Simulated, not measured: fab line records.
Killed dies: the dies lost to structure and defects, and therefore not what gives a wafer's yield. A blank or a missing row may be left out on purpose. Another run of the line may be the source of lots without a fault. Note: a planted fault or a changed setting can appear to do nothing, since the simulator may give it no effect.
fab line records	flow n5_finfet	part 2 of 2: steps 5 to 6 of 6
[record] lots = 21	wafers = 63	last_day = 18
route steps=1938 shown ZERO_LAYER@15 FIN_SAQP@99
lots that met no fault: from a run of the same line without faults
start_h: hours from the record's first day to the start of the lot's first wafer shown	wait_h: how many hours have passed since the lot's step before this one	" same as the row above	L1.1+2: one row covering several wafers at once	- no value present, or no start provided	* or withheld: withheld	< > ~ a bound
route shown NAME@n: NAME is a module with steps in the file, n the number in the route of the first one	usual: mean and standard deviation over wafers with no fault	same: alike in all rows	chamber/n: place in a boat	sites: readings site by site	_std_site: standard deviation across them	_edge_site: inner sites' mean taken away from outer sites' mean	radius_mm: for every site, how far away it sits from the centre of the wafer	mask NAME#n: copy n	behind: the most recent tool/chamber to have shaped the wafer	hold: what put the lot on hold/how long, in hours/how the hold closed	device: whichever transistor did not switch (one of n, p or np)	end of line: the same wafers' tests at the end of the route	a step given without rows: its recipe and nothing more	killed: count of dies lost to structure and defects at first sort (not the wafer's yield)	map: the dies of a wafer, with x for killed, . for not killed, _ for no die there
set.NAME: the run value of the setting; set.NAME@STEP: its run value at that earlier step	model.NAME: the simulator's own value behind a step, which no gauge read
the route's steps for a sample of lots (tables are steps, rows are wafers)
services: a tool's chamber out of use, with start hour (start_h, from the record's first day; less than 0 if before it), hours out, and reason
[[steps]]
[step N5_FIN_SAQP_SPACER1_ETCHBACK_25]
[recipe] chemistry = CHF3/O2	mode = anisotropic_etchback	target = SiO2	target_depth_a = 244	time_s = 12.2	pressure_mtorr = 30	source_w = 650	bias_w = 170	Ar_flow_sccm = 200	CHF3_flow_sccm = 50	O2_flow_sccm = 5	ion_energy_ev = 200
[usual] CHF3_flow_sccm = 49.99/0.14	drypump_motor_current_A = 5.7/0.44	oes_ar_750_au = 0.80/0.097	oes_product_au = 0.80/0.098	rf_vpp_V = 527/12	showerhead_plenum_p_Torr = 2.43/0.08	throttle_valve_pct = 18.78/0.19
lot.wafer	tool	chamber	start_h	wait_h	CHF3_flow_sccm	drypump_motor_current_A	oes_ar_750_au	oes_product_au	rf_hours_counter_h	rf_vpp_V	showerhead_plenum_p_Torr	throttle_valve_pct
L074.2	rie_diel-02	0	23.59	0.4	49.97	5.8	0.77	0.77	135	540	2.32	18.77
L074.3	"	2	"	"	49.91	6.2	0.90	0.88	24	509	2.54	18.53
L074.6	"	3	"	"	49.93	5.7	0.71	0.70	-	543	2.48	18.84
L076.2	rie_diel-04	3	35.89	0.4	49.90	6.5	0.76	0.75	148	527	2.49	18.76
L076.5	"	0	"	"	50.23	5.2	0.68	0.69	-	543	2.38	18.64
L076.6	"	1	"	"	50.24	5.3	0.68	0.69	-	531	2.46	19.00
L077.2	rie_diel-05	3	42.29	0.4	49.83	5.2	0.67	0.66	253	518	2.28	19.10
L077.3	"	0	"	"	49.85	5.8	0.69	0.69	250	518	2.37	19.03
L077.6	"	2	"	"	49.87	6.5	0.73	0.73	-	516	2.50	19.19
L078.2	rie_diel-04	2	47.15	0.4	49.96	5.8	0.73	0.73	195	527	2.39	18.98
L078.3	"	3	"	"	49.98	6.5	0.76	0.75	151	527	2.48	18.77
L078.6	"	0	"	"	49.77	5.2	0.68	0.69	-	543	2.38	18.65
L079.1	rie_diel-02	3	53.41	0.4	50.00	5.7	0.70	0.71	232	544	2.47	18.86
L079.2	"	0	"	"	49.88	5.8	0.77	0.76	145	541	2.31	18.78
L079.5	"	3	"	"	49.81	5.6	0.71	0.70	-	544	2.47	18.85
L080.1	rie_diel-02	0	60.28	0.4	49.80	5.8	0.77	0.77	148	541	2.31	18.77
L080.4	"	3	"	"	50.02	5.7	0.70	0.70	235	544	2.47	18.84
L080.5	"	3	"	"	50.11	5.7	0.70	0.70	-	543	2.47	18.85
L081.3	rie_diel-02	2	65.33	0.5	49.95	6.2	0.87	0.85	40	508	2.53	18.55
L081.4	"	0	"	"	50.02	5.8	0.76	0.76	-	541	2.31	18.80
L081.6	"	1	"	"	50.11	5.2	0.92	0.94	-	524	2.45	18.64
L082.1	rie_diel-04	3	71.32	0.4	49.81	6.5	0.75	0.75	161	527	2.48	18.81
L082.2	"	0	"	"	50.16	5.2	0.66	0.69	225	543	2.38	18.63
L082.4	"	3	"	"	49.81	6.5	0.75	0.75	-	528	2.48	18.80
L083.1	rie_diel-04	3	77.65	0.4	49.81	6.5	0.75	0.75	164	527	2.48	18.79
L083.3	"	0	"	"	49.96	5.2	0.67	0.68	228	543	2.38	18.66
L083.5	"	1	"	"	49.95	5.4	0.98	1.00	-	531	2.46	18.64
L084.3	rie_diel-04	2	83.14	0.4	49.87	5.8	0.72	0.72	208	525	2.38	18.99
L084.4	"	0	"	"	49.74	5.2	0.67	0.68	230	543	2.38	18.65
L084.6	"	3	"	"	49.86	6.5	0.74	0.75	-	528	2.48	18.80
L085.3	rie_diel-02	1	89.62	0.4	50.06	5.2	0.92	0.91	22	524	2.45	18.65
L085.5	"	2	"	"	50.02	6.2	0.85	0.85	-	508	2.53	18.57
L085.6	"	1	"	"	49.94	5.3	0.90	0.92	-	525	2.45	18.66
L086.1	rie_diel-05	3	96.26	0.4	50.03	5.2	0.95	0.96	7	527	2.57	18.71
L086.3	"	2	"	"	49.83	6.5	0.72	0.71	212	515	2.49	19.23
L086.4	"	2	"	"	49.84	6.5	0.72	0.70	-	516	2.49	19.24
L087.3	rie_diel-02	2	102.62	0.4	50.28	6.2	0.86	0.84	51	508	2.53	18.56
L087.4	"	0	"	"	49.90	5.8	0.75	0.75	161	540	2.31	18.82
L087.5	"	0	"	"	50.14	5.8	0.76	0.75	-	542	2.31	18.79
L088.1	rie_diel-02	2	107.64	0.4	50.02	6.2	0.85	0.84	52	508	2.53	18.57
L088.3	"	0	"	"	49.87	5.8	0.75	0.75	163	540	2.31	18.80
L088.4	"	1	"	"	49.83	5.3	0.90	0.90	27	523	2.45	18.67
L089.2	rie_diel-05	1	114.31	0.7	50.10	5.6	0.89	0.89	23	524	2.35	18.80
L089.4	"	3	"	"	50.17	5.2	0.93	0.94	12	527	2.57	18.73
L089.5	"	2	"	"	49.82	6.5	0.71	0.71	-	514	2.49	19.24
L090.1	rie_diel-02	1	121.77	0.4	50.26	5.2	0.89	0.89	33	524	2.44	18.67
L090.3	"	2	"	"	50.21	6.2	0.84	0.83	58	509	2.53	18.59
L090.5	"	1	"	"	50.11	5.2	0.89	0.91	-	521	2.44	18.67
L093.2	rie_diel-02	1	140.76	0.4	50.13	5.3	0.87	0.89	40	524	2.44	18.70
L093.4	"	3	"	"	50.00	5.7	0.94	0.96	2	544	2.47	18.49
L093.6	"	2	"	"	50.22	6.2	0.83	0.82	-	511	2.52	18.59
L092.1	rie_diel-05	3	141.42	0.4	49.93	5.2	0.91	0.91	21	526	2.56	18.74
L092.2	"	2	"	"	49.99	6.6	0.71	0.69	227	515	2.49	19.27
L092.3	"	0	"	"	50.09	5.7	0.92	0.94	13	519	2.35	18.67
L094.3	rie_diel-02	3	144.61	0.4	49.84	5.7	0.93	0.94	4	544	2.46	18.49
L094.5	"	2	"	"	50.10	6.2	0.83	0.81	-	508	2.52	18.59
L094.6	"	1	"	"	50.08	5.2	0.88	0.87	-	524	2.44	18.69
L095.1	rie_diel-02	0	149.64	0.4	50.08	5.8	0.73	0.73	180	541	2.30	18.84
L095.3	"	1	"	"	50.11	5.3	0.87	0.87	44	525	2.44	18.69
L095.6	"	1	"	"	50.14	5.3	0.87	0.86	-	522	2.44	18.69
L097.1	rie_diel-02	0	161.37	0.4	49.78	5.8	0.73	0.73	183	542	2.30	18.85
L097.3	"	3	"	"	50.05	5.7	0.91	0.92	10	542	2.46	18.49
L097.6	"	1	"	"	50.02	5.3	0.86	0.87	-	524	2.44	18.70
[step N5_FIN_SAQP_MANDREL_ETCH_58]
[recipe] chemistry = HBr/Cl2	target = a-Si	target_depth_a = 450	bt_time_s = 10	stop_on = SiNx	mask_material = SiO2	over_etch_frac = 0.8	time_s = 27	pressure_mtorr = 10	icp_w = 800	bias_w = 75	HBr_flow_sccm = 150	Cl2_flow_sccm = 80	ends = end_point
[usual] drypump_motor_current_A = 5.6/0.33	oes_product_au = 0.699/0.017	throttle_valve_pct = 35.49/0.26
[same] bt_time_s = 10
lot.wafer	tool	chamber	start_h	wait_h	drypump_motor_current_A	oes_product_au	rf_hours_counter_h	throttle_valve_pct
L074.2	rie_si-06	1	23.98	0.0	5.4	0.666	192	35.64
L074.3	"	0	"	"	5.7	0.686	87	35.28
L074.6	"	2	"	"	5.2	0.692	-	35.55
L076.2	rie_si-01	2	36.28	0.0	5.6	0.714	1	35.33
L076.5	"	2	"	"	5.6	0.715	-	35.34
L076.6	"	3	"	"	5.9	0.715	-	35.55
L077.2	rie_si-01	2	42.72	0.0	5.6	0.717	1	35.36
L077.3	"	3	"	"	5.9	0.710	7	35.57
L077.6	"	1	"	"	5.5	0.695	-	35.62
L078.2	rie_si-06	3	47.74	0.0	5.9	0.717	128	35.52
L078.3	"	0	"	"	5.6	0.689	87	35.27
L078.6	"	2	"	"	5.2	0.702	-	35.51
L079.1	rie_si-01	2	53.79	0.0	5.7	0.719	2	35.34
L079.2	"	3	"	"	5.9	0.722	7	35.55
L079.5	"	1	"	"	5.5	0.690	-	35.62
L080.1	rie_si-04	0	60.67	0.0	5.3	0.702	191	35.65
L080.4	"	2	"	"	5.6	0.710	116	35.55
L080.5	"	3	"	"	5.1	0.687	-	35.41
L081.3	rie_si-01	3	65.72	0.0	6.0	0.716	8	35.57
L081.4	"	2	"	"	5.6	0.717	2	35.33
L081.6	"	3	"	"	6.0	0.710	-	35.56
L082.1	rie_si-06	1	71.71	0.0	5.4	0.684	192	35.62
L082.2	"	0	"	"	5.7	0.695	88	35.25
L082.4	"	3	"	"	5.9	0.732	129	35.50
L083.1	rie_si-04	0	78.22	0.0	5.3	0.704	192	35.66
L083.3	"	2	"	"	5.6	0.701	116	35.58
L083.5	"	1	"	"	6.3	0.672	-	34.78
L084.3	rie_si-04	2	83.53	0.0	5.6	0.701	116	35.57
L084.4	"	0	"	"	5.3	0.715	192	35.66
L084.6	"	2	"	"	5.6	0.712	-	35.55
L085.3	rie_si-06	0	90.02	0.0	5.7	0.688	88	35.28
L085.5	"	1	"	"	5.4	0.684	-	35.62
L085.6	"	0	"	"	5.7	0.695	-	35.26
L086.1	rie_si-04	0	96.65	0.0	5.3	0.711	192	35.66
L086.3	"	1	"	"	6.4	0.671	3	34.80
L086.4	"	3	"	"	5.1	0.688	117	35.41
L087.3	rie_si-01	0	103.06	0.0	5.4	0.703	140	35.94
L087.4	"	2	"	"	5.7	0.716	2	35.33
L087.5	"	1	"	"	5.5	0.704	-	35.60
L088.1	rie_si-04	0	108.03	0.0	5.3	0.713	192	35.67
L088.3	"	3	"	"	5.1	0.690	117	35.41
L088.4	"	2	"	"	5.6	0.718	117	35.55
L089.2	rie_si-04	2	114.80	0.0	5.6	0.699	117	35.55
L089.4	"	0	"	"	5.3	0.722	192	35.64
L089.5	"	2	"	"	5.6	0.721	-	35.54
L090.1	rie_si-04	0	122.19	0.0	5.3	0.697	192	35.69
L090.3	"	2	"	"	5.6	0.702	117	35.55
L090.5	"	0	"	"	5.3	0.709	-	35.68
L093.2	rie_si-06	0	141.19	0.0	5.6	0.678	89	35.30
L093.4	"	1	"	"	5.4	0.672	194	35.64
L093.6	"	0	"	"	5.6	0.696	-	35.26
L092.1	rie_si-01	1	141.81	0.0	5.5	0.681	70	35.65
L092.2	"	2	"	"	5.7	0.706	3	35.36
L092.3	"	3	"	"	6.0	0.699	8	35.60
L094.3	rie_si-01	0	145.00	0.0	5.4	0.708	141	35.95
L094.5	"	0	"	"	5.4	0.720	-	35.94
L094.6	"	3	"	"	6.0	0.712	-	35.56
L095.1	rie_si-06	0	150.03	0.0	5.7	0.678	89	35.28
L095.3	"	1	"	"	5.3	0.682	194	35.61
L095.6	"	1	"	"	5.3	0.682	-	35.62
L097.1	rie_si-06	2	161.76	0.0	5.2	0.703	134	35.53
L097.3	"	0	"	"	5.6	0.687	90	35.28
L097.6	"	3	"	"	5.9	0.720	-	35.54
[[services]]
tool	chamber	start_h	hours	kind
rie_diel-04	0	-9.10	2.9	repair
rie_diel-03	1	-7.26	3.1	repair
rie_diel-06	-	11.03	4.3	pm
rie_diel-05	0	12.48	17.1	repair
rie_diel-03	2	20.37	3.0	repair
rie_diel-04	-	24.01	0.4	repair
rie_diel-04	2	26.31	5.6	repair
pecvd-01	-	35.09	14.6	pm
pecvd-01	-	49.69	5.5	pm
pecvd-04	0	52.63	6.8	repair
rie_diel-02	3	63.35	3.5	repair
rie_si-01	-	68.76	28.1	pm
pecvd-01	2	73.69	5.1	repair
rie_si-06	0	78.07	3.5	repair
rie_diel-06	3	84.92	1.6	repair
rie_diel-02	-	93.56	0.3	repair
rie_si-01	1	97.04	4.8	repair
pecvd-03	-	114.44	1.2	repair
rie_diel-03	-	116.21	0.6	repair
pecvd-03	2	126.61	6.8	repair
pecvd-04	-	131.68	1.8	repair
pecvd-04	1	140.31	36.2	repair
pecvd-04	-	141.20	28.1	pm
rie_diel-06	0	160.21	2.8	repair
